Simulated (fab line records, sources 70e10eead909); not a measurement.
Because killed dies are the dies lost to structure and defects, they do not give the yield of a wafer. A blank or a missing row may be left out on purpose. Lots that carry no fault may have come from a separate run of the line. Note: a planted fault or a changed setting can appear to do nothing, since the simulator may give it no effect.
Chamber matching :: flow nand harc :: 4 sister chambers for NHARC_A_CONTACT_ETCH_75 on rie diel-05
The step etches the open film in CF4, target depth 39 nm, time 65 s. 33 wafers are shown with their chamber, then 12 later ones without.

WAFERS PAIRED WITH THEIR CHAMBERS
wafer: L075.2
chamber: 0
drypump motor current A (A): 5.9
showerhead plenum p Torr (Torr): 1.78
oes product au (a.u.): 0.994

wafer: L075.3
chamber: 2
drypump motor current A (A): 6.1
showerhead plenum p Torr (Torr): 1.72
oes product au (a.u.): 0.979

wafer: L075.4
chamber: 1
drypump motor current A (A): 5.8
showerhead plenum p Torr (Torr): 1.73
oes product au (a.u.): 1.025

wafer: L077.2
chamber: 2
drypump motor current A (A): 6.1
showerhead plenum p Torr (Torr): 1.72
oes product au (a.u.): 0.952

wafer: L077.5
chamber: 0
drypump motor current A (A): 5.9
showerhead plenum p Torr (Torr): 1.78
oes product au (a.u.): 0.988

wafer: L077.6
chamber: 1
drypump motor current A (A): 5.8
showerhead plenum p Torr (Torr): 1.73
oes product au (a.u.): 1.007

wafer: L077.1
chamber: 0
drypump motor current A (A): 5.9
showerhead plenum p Torr (Torr): 1.78
oes product au (a.u.): 0.991

wafer: L077.3
chamber: 1
drypump motor current A (A): 5.8
showerhead plenum p Torr (Torr): 1.73
oes product au (a.u.): 1.013

wafer: L077.4
chamber: 2
drypump motor current A (A): 6.1
showerhead plenum p Torr (Torr): 1.72
oes product au (a.u.): 0.957

wafer: L079.1
chamber: 2
drypump motor current A (A): 6.1
showerhead plenum p Torr (Torr): 1.72
oes product au (a.u.): 0.970

wafer: L079.4
chamber: 3
drypump motor current A (A): 5.7
showerhead plenum p Torr (Torr): 1.81
oes product au (a.u.): 1.026

wafer: L079.6
chamber: 1
drypump motor current A (A): 5.8
showerhead plenum p Torr (Torr): 1.73
oes product au (a.u.): 1.015

wafer: L084.4
chamber: 0
drypump motor current A (A): 5.9
showerhead plenum p Torr (Torr): 1.78
oes product au (a.u.): 1.006

wafer: L084.5
chamber: 1
drypump motor current A (A): 5.8
showerhead plenum p Torr (Torr): 1.73
oes product au (a.u.): 1.002

wafer: L084.6
chamber: 2
drypump motor current A (A): 6.2
showerhead plenum p Torr (Torr): 1.72
oes product au (a.u.): 0.969

wafer: L083.1
chamber: 0
drypump motor current A (A): 5.9
showerhead plenum p Torr (Torr): 1.78
oes product au (a.u.): 1.000

wafer: L083.2
chamber: 1
drypump motor current A (A): 5.8
showerhead plenum p Torr (Torr): 1.73
oes product au (a.u.): 1.010

wafer: L083.5
chamber: 3
drypump motor current A (A): 5.7
showerhead plenum p Torr (Torr): 1.81
oes product au (a.u.): 1.035

wafer: L088.1
chamber: 0
drypump motor current A (A): 5.9
showerhead plenum p Torr (Torr): 1.78
oes product au (a.u.): 0.994

wafer: L088.4
chamber: 1
drypump motor current A (A): 5.8
showerhead plenum p Torr (Torr): 1.72
oes product au (a.u.): 1.006

wafer: L088.5
chamber: 0
drypump motor current A (A): 5.9
showerhead plenum p Torr (Torr): 1.78
oes product au (a.u.): 0.991

wafer: L087.1
chamber: 0
drypump motor current A (A): 5.9
showerhead plenum p Torr (Torr): 1.78
oes product au (a.u.): 0.990

wafer: L087.3
chamber: 2
drypump motor current A (A): 6.1
showerhead plenum p Torr (Torr): 1.72
oes product au (a.u.): 0.977

wafer: L087.5
chamber: 3
drypump motor current A (A): 5.7
showerhead plenum p Torr (Torr): 1.81
oes product au (a.u.): 1.033

wafer: L086.1
chamber: 2
drypump motor current A (A): 6.1
showerhead plenum p Torr (Torr): 1.72
oes product au (a.u.): 0.987

wafer: L086.2
chamber: 1
drypump motor current A (A): 5.8
showerhead plenum p Torr (Torr): 1.72
oes product au (a.u.): 1.023

wafer: L086.6
chamber: 1
drypump motor current A (A): 5.8
showerhead plenum p Torr (Torr): 1.72
oes product au (a.u.): 1.015

wafer: L085.1
chamber: 3
drypump motor current A (A): 5.7
showerhead plenum p Torr (Torr): 1.81
oes product au (a.u.): 1.022

wafer: L085.4
chamber: 0
drypump motor current A (A): 5.9
showerhead plenum p Torr (Torr): 1.78
oes product au (a.u.): 0.991

wafer: L085.6
chamber: 1
drypump motor current A (A): 5.8
showerhead plenum p Torr (Torr): 1.72
oes product au (a.u.): 1.023

wafer: L092.1
chamber: 3
drypump motor current A (A): 5.7
showerhead plenum p Torr (Torr): 1.80
oes product au (a.u.): 1.014

wafer: L092.2
chamber: 1
drypump motor current A (A): 5.8
showerhead plenum p Torr (Torr): 1.72
oes product au (a.u.): 1.012

wafer: L092.3
chamber: 0
drypump motor current A (A): 5.9
showerhead plenum p Torr (Torr): 1.78
oes product au (a.u.): 0.987

SIGNATURES, as means of the wafers listed above
reading: drypump motor current A
chamber 0: 5.900
chamber 1: 5.800
chamber 2: 6.114
chamber 3: 5.700
scatter within a chamber: 0.0172

reading: showerhead plenum p Torr
chamber 0: 1.7800
chamber 1: 1.7255
chamber 2: 1.7200
chamber 3: 1.8080
scatter within a chamber: 0.00349

reading: oes product au
chamber 0: 0.99320
chamber 1: 1.01373
chamber 2: 0.97014
chamber 3: 1.02600
scatter within a chamber: 0.00844
Rule: for a wafer and a chamber, the distance is found by dividing, reading by reading, the gap between the wafer's reading and the chamber's mean by the reading's scatter, squaring, summing and taking the root. The wafer belongs to the nearest chamber; if the next one is less than 2 further off, it can't be placed. The scatter: take each reading less its chamber's mean, square it, sum over the shown wafers, divide by the number of wafers less the number of chambers, and take the root.

WAFERS WHOSE CHAMBER IS MISSING
wafer: L092.4
drypump motor current A (A): 6.1
showerhead plenum p Torr (Torr): 1.72
oes product au (a.u.): 0.983

wafer: L092.5
drypump motor current A (A): 6.1
showerhead plenum p Torr (Torr): 1.72
oes product au (a.u.): 0.979

wafer: L092.6
drypump motor current A (A): 5.8
showerhead plenum p Torr (Torr): 1.72
oes product au (a.u.): 1.027

wafer: L089.1
drypump motor current A (A): 5.8
showerhead plenum p Torr (Torr): 1.72
oes product au (a.u.): 1.006

wafer: L089.2
drypump motor current A (A): 5.7
showerhead plenum p Torr (Torr): 1.80
oes product au (a.u.): 1.030

wafer: L089.3
drypump motor current A (A): 6.0
showerhead plenum p Torr (Torr): 1.78
oes product au (a.u.): 0.993

wafer: L089.4
drypump motor current A (A): 6.1
showerhead plenum p Torr (Torr): 1.72
oes product au (a.u.): 0.984

wafer: L089.5
drypump motor current A (A): 6.2
showerhead plenum p Torr (Torr): 1.72
oes product au (a.u.): 0.990

wafer: L089.6
drypump motor current A (A): 5.8
showerhead plenum p Torr (Torr): 1.72
oes product au (a.u.): 1.015

wafer: L097.3
drypump motor current A (A): 5.8
showerhead plenum p Torr (Torr): 1.72
oes product au (a.u.): 1.010

wafer: L097.4
drypump motor current A (A): 5.9
showerhead plenum p Torr (Torr): 1.78
oes product au (a.u.): 0.981

wafer: L097.6
drypump motor current A (A): 5.7
showerhead plenum p Torr (Torr): 1.80
oes product au (a.u.): 1.000

WHICH CHAMBER EACH ONE RAN IN
wafer: L092.4
from the rows above: 2
in truth: 2

wafer: L092.5
from the rows above: 2
in truth: 2

wafer: L092.6
from the rows above: 1
in truth: 1

wafer: L089.1
from the rows above: 1
in truth: 1

wafer: L089.2
from the rows above: 3
in truth: 3

wafer: L089.3
from the rows above: 0
in truth: 0

wafer: L089.4
from the rows above: 2
in truth: 2

wafer: L089.5
from the rows above: 2
in truth: 2

wafer: L089.6
from the rows above: 1
in truth: 1

wafer: L097.3
from the rows above: 1
in truth: 1

wafer: L097.4
from the rows above: 0
in truth: 0

wafer: L097.6
from the rows above: 3
in truth: 3
Placed correctly: 12 of 12. Can't be placed from these rows: 0. Wrongly placed: 0.
